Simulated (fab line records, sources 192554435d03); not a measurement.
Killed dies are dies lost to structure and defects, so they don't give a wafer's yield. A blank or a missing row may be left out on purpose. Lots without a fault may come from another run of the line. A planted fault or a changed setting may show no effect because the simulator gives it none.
Split-lot experiment | flow n5_finfet | 7 lots, 21 wafers read, on a route of 1938 steps

THE SPLIT
At N5_BEOL_M1_COAT_68 (time 60 s, resist thk 12 nm), the setting spin_rpm was moved away from the recipe's 1500 rpm on 5 of the 21 wafers read, by +3.9% to +10.9%. The other wafers ran this setting at the recipe's value.

FROM THE SPLIT TO THE READING: what the file shows between them, 5 steps
- N5_BEOL_M1_COAT_76: time 60 s, resist thk 5 nm (also split here: temp_c)
- N5_BEOL_M1_COAT_22: resist thk 30 nm
- N5_BEOL_M1_EBR_24
- N5_BEOL_M1_DESCUM_33: chemistry O2, time 7 s
- N5_BEOL_M1_ETCH_77: etches underlayer in N2/H2, target depth 6.5 nm, time 5.2 s

THE READING
etch.depth_nm (the simulator's own value, which no gauge read), in nm, at N5_BEOL_M1_ETCH_69 (etches SiARC in CF4, target depth 15.6 nm, time 26 s). The file gives no usual value for it. The 16 wafers here that ran the recipe average 12.02 nm, standard deviation 0.043 nm.

wafer  | tool, chamber at the split | spin_rpm as run, rpm | against the recipe | etch.depth_nm, nm | against lot-mates on the recipe
L077.2 | litho_track-02, 0          | 1500                 | recipe             | 12.02             | -
L077.5 | litho_track-02, 0          | 1500                 | recipe             | 12.06             | -
L077.6 | litho_track-02, 0          | 1500                 | recipe             | 12.04             | -
L076.2 | litho_track-03, 0          | 1500                 | recipe             | 12.04             | -
L076.3 | litho_track-03, 0          | 1500                 | recipe             | 12.03             | -
L076.6 | litho_track-03, 0          | 1500                 | recipe             | 12.08             | -
L084.2 | litho_track-03, 0          | 1559                 | +3.9%              | 11.83             | -0.24
L084.4 | litho_track-03, 0          | 1500                 | recipe             | 12.05             | -
L084.6 | litho_track-03, 0          | 1500                 | recipe             | 12.08             | -
L086.1 | litho_track-03, 0          | 1664                 | +10.9%             | 11.39             | no lot-mate on the recipe
L086.3 | litho_track-03, 0          | 1664                 | +10.9%             | 11.42             | no lot-mate on the recipe
L086.5 | litho_track-03, 0          | 1664                 | +10.9%             | 11.42             | no lot-mate on the recipe
L087.1 | litho_track-03, 0          | 1500                 | recipe             | 12.02             | -
L087.2 | litho_track-03, 0          | 1500                 | recipe             | 11.99             | -
L087.5 | litho_track-03, 0          | 1500                 | recipe             | 11.95             | -
L094.1 | litho_track-01, 0          | 1642                 | +9.5%              | 11.46             | -0.49
L094.5 | litho_track-01, 0          | 1500                 | recipe             | 11.95             | -
L094.6 | litho_track-01, 0          | 1500                 | recipe             | 11.95             | -
L096.3 | litho_track-03, 0          | 1500                 | recipe             | 12.02             | -
L096.4 | litho_track-03, 0          | 1500                 | recipe             | 12                | -
L096.6 | litho_track-03, 0          | 1500                 | recipe             | 11.96             | -

THE FIT
A straight line over all 21 wafers: etch.depth_nm changes by -0.0558 nm for each +1% of spin_rpm; r = -0.99; the points scatter about the line by 0.041 nm.
The same after taking each lot's own level away (the mean of its wafers on the recipe; 18 wafers): -0.0528 nm for each +1%; r = -0.99; scatter 0.022 nm.
On that fit, the largest move of spin_rpm shifts the reading by 0.58 nm.
The lots' own levels span 11.950 to 12.065 nm, that is 2.7 times the standard deviation above.
So the lot-to-lot level changes the slope little: the two slopes agree.
Check: with one of the wafers moved furthest among these (+9.5%) left out of the fit, the line predicts -0.566 nm for it against its lot-mates. It came out at -0.49 nm against them.

OTHER SPLITS ON THESE WAFERS
These wafers also went through other splits before the reading. Each is held against what the fit with the lots' levels taken away leaves over:
other split on the same wafers | wafers away from the commonest value | r with etch.depth_nm (lot level and that fit taken away)
N5_BEOL_M0_ETCH_138 source_w   | 10                                   | +0.29
N5_BEOL_M1_COAT_76 temp_c      | 7                                    | -0.03

THE WHOLE CHAIN: every reading that the file lists as answering this split, in the file's order
step               | what it does                                         | reading                                                                          | change (the file's fit)                | r (the file's)
N5_BEOL_M1_COAT_68 | time 60 s, resist thk 12 nm                          | SiARC_of_BEOL_M1_COAT_68.thk_nm (the simulator's own value, which no gauge read) | -0.0615 nm for each +1% of the setting | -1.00
N5_BEOL_M1_ETCH_69 | etches SiARC in CF4, target depth 15.6 nm, time 26 s | etch.depth_nm (the simulator's own value, which no gauge read)                   | -0.0534 nm for each +1% of the setting | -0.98

THE FILE'S OWN FIT
etch.depth_nm changes by -0.0534 nm for each +1% of spin_rpm, r = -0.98.
